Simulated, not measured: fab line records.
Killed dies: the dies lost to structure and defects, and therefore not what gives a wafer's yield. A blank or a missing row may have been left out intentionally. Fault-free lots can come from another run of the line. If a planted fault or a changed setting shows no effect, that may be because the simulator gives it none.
Comparing a struck lot with a sound one :: flow nandHarc :: 35 steps out of a route of 1159
Sound: these wafers, L416.3, L416.5, L416.6. The struck wafers were L424.1, L424.4, L424.6. Last of all comes the cause.
At each step with rows: each side's tool, then ch and its chambers, then its first start. Under that, the readings that differ: sound wafers :: struck wafers :: difference of the means :: sigmas: that difference in standard deviations of wafers without a fault.
alike: readings with means less than 2 such deviations apart, plus words and numbers identical on both sides. not compared: withheld readings, readings lacking a value on some wafer, bounds such as >300 that could conceal the same value, and numbers that have no deviation in the record and whose values overlap.
Wherever a step has rows on one side only, a row that says differs or no value, or a row with sigmas, the two part there. When numbers do not overlap yet have no deviation, they are printed without sigmas and do not part them. A reading that every wafer of one side lacks parts them only if that side has two wafers or more.

first, 5 steps without rows for these wafers: NHARC_A_CHANNEL_HOLE_D1_SOFTBAKE_05 (time 55 s); NHARC_A_CHANNEL_HOLE_D1_EBR_06; NHARC_A_CHANNEL_HOLE_D1_EXPOSE_07 (exposes mask HOLE D1, target cd 100 nm); NHARC_A_CHANNEL_HOLE_D1_PEB_08 (peb time 65 s); NHARC_A_CHANNEL_HOLE_D1_DEVELOP_09 (develop time 35 s).
NHARC_A_CHANNEL_HOLE_D1_CD_MEAS_10 targets a cd of 100 nm.
  sound on cdSem-01 ch 0, day 8 17:43; struck on cdSem-01 ch 0, day 10 11:58
  alike: cdNm
NHARC_A_CHANNEL_HOLE_D1_OVL_MEAS_11:
  struck on overlay-01, day 10 12:04; sound on overlay-01, day 8 17:47
  alike: overlayXNm, overlayYNm
NHARC_A_CHANNEL_HOLE_D1_INSPECT_12:
  struck on defectInspect-01, day 10 12:05; sound on defectInspect-01, day 8 17:50
  alike: rawDefectCount
then, 4 steps without rows for these wafers: NHARC_A_CHANNEL_HOLE_D1_DESCUM_15 (chemistry O2, time 3 s); NHARC_A_CHANNEL_HOLE_D1_ETCH_38 (etches the open film in CF4, target depth 39 nm, time 65 s); NHARC_A_CHANNEL_HOLE_D1_ETCH_39 (etches the open film in N2/H2, target depth 260 nm, time 325 s); NHARC_A_CHANNEL_HOLE_D1_ETCH_34 (etches the open film in CF4/CHF3, target depth 154 nm, time 77 s).
NHARC_A_CHANNEL_HOLE_D1_ETCH_16: etches the open film in O2/COS, target depth 3100 nm, time 806 s.
  sound on rieDiel-07 ch 1,3, day 8 18:40; struck on rieDiel-10 ch 0,1,2, day 10 12:59
  alike: cosFlowSccm, drypumpMotorCurrentA, oesProductAu, rfVppV, showerheadPlenumPTorr, throttleValvePct
  not compared: rfHoursCounterH
NHARC_A_CHANNEL_HOLE_D1_CD_MEAS_18:
  struck on cdSem-01, day 10 13:31; sound on cdSem-01, day 8 19:12
  alike: cdNm
NHARC_A_CHANNEL_HOLE_D1_ETCH_19: etches the open film in C4F8/O2/Ar, time 34.5 s.
  sound on harEtch-02 ch 0,1, day 8 22:50; struck on harEtch-02 ch 0,1, day 10 13:37
  alike: c4f8FlowSccm, drypumpMotorCurrentA, showerheadPlenumPTorr, throttleValvePct
  not compared: rfHoursCounterH
then, 3 steps without rows for these wafers: NHARC_A_CHANNEL_HOLE_D1_ETCH_20 (etches the open film in C4F8/O2/Ar, time 361.9 s, target depth 1600 nm); NHARC_A_CHANNEL_HOLE_D1_ETCH_21 (etches the open film in C4F8/O2/Ar, time 514.3 s, target depth 1600 nm); NHARC_A_CHANNEL_HOLE_D1_ETCH_22 (etches the open film in C4F8/O2/Ar, time 666.7 s, target depth 1600 nm).
NHARC_A_CHANNEL_HOLE_D1_ETCH_23: etches the open film in C4F8/O2/Ar, time 819 s, target depth 1600 nm.
  sound on harEtch-02 ch 0,1, day 9 00:28; struck on harEtch-02 ch 0,1, day 10 15:02
  alike: c4f8FlowSccm, drypumpMotorCurrentA, showerheadPlenumPTorr, throttleValvePct
  not compared: rfHoursCounterH
then, 1 step without rows for these wafers: NHARC_A_CHANNEL_HOLE_D1_ETCH_24 (etches the open film in C4F8/O2/Ar, time 906.2 s, target depth 1500 nm).
NHARC_A_CHANNEL_HOLE_D1_ETCH_25: etches the open film in C4F8/O2/Ar, time 1040.2 s, target depth 1500 nm.
  sound on harEtch-02 ch 0,1, day 9 01:59; struck on harEtch-02 ch 0,1, day 10 16:29
  alike: c4f8FlowSccm, drypumpMotorCurrentA, showerheadPlenumPTorr, throttleValvePct
  not compared: rfHoursCounterH
then, 5 steps without rows for these wafers: NHARC_A_CHANNEL_HOLE_D1_ETCH_26 (etches the open film in C4F8/O2/Ar, time 224.1 s, target depth 300 nm); NHARC_A_CHANNEL_HOLE_D1_ETCH_33 (etches the open film in C4F8/O2/Ar, time 90 s, target depth 400 nm); NHARC_A_CHANNEL_HOLE_D1_STRIP_41 (strips in N2/H2); NHARC_A_CHANNEL_HOLE_D1_STRIP_42 (strips in CF4/CHF3); NHARC_A_CHANNEL_HOLE_D1_STRIP_43 (strips in O2/COS).
NHARC_A_CHANNEL_HOLE_D1_ETCH_44: etches the open film in CF4/O2, target depth 140 nm, overetch 14 nm, time 77 s.
  sound on rieDiel-10 ch 0,1, day 9 03:31; struck on rieDiel-10 ch 1, day 10 18:49
  alike: drypumpMotorCurrentA, oesProductAu, rfVppV, showerheadPlenumPTorr, throttleValvePct
  not compared: rfHoursCounterH
NHARC_A_CHANNEL_HOLE_D1_STRIP_27: strips in O2.
  sound on rieDiel-10 ch 1,2,3; struck on rieDiel-10 ch 1,2, day 10 18:57
  alike: drypumpMotorCurrentA, oesProductAu, rfVppV, showerheadPlenumPTorr, throttleValvePct
  not compared: rfHoursCounterH
then, 2 steps without rows for these wafers: NHARC_A_CHANNEL_HOLE_D1_PRECLEAN_28 (cleans in SC1); NHARC_A_CHANNEL_HOLE_D1_SRD_29.
NHARC_A_CHANNEL_HOLE_D1_CD_MEAS_30:
  struck on cdSem-03, day 10 19:58; sound on cdSem-02, day 9 04:19
  alike: cdNm
then, 1 step without rows for these wafers: NHARC_A_CHANNEL_HOLE_D1_XSEM_31.
NHARC_A_CHANNEL_HOLE_D1_INSPECT_40:
  struck on defectInspect-02, day 10 20:10; sound on defectInspect-02, day 9 04:31
reading: rawDefectCount
sound: 71 48 58
struck: 779 723 739
difference: +688
sigmas: +43
then, 1 step without rows for these wafers: NHARC_A_CHANNEL_FILL_D1_PRECLEAN_00 (cleans in SC1).
-- break in the record here, with 11 days between the starts of the struck wafers on either side (left off in module A_CHANNEL_FILL_D1, picked up again in module END, where the first step shown is number 1159 on the route) --
NHARC_END_SORT_01:
  only the struck wafers appear in the record here, on prober-01 ch 0 at day 21 12:55; the sound ones have no rows

WHERE THEY PART
Earliest at NHARC_A_CHANNEL_HOLE_D1_INSPECT_40; latest, in this record, at NHARC_END_SORT_01.

WHY: what the simulator had put in
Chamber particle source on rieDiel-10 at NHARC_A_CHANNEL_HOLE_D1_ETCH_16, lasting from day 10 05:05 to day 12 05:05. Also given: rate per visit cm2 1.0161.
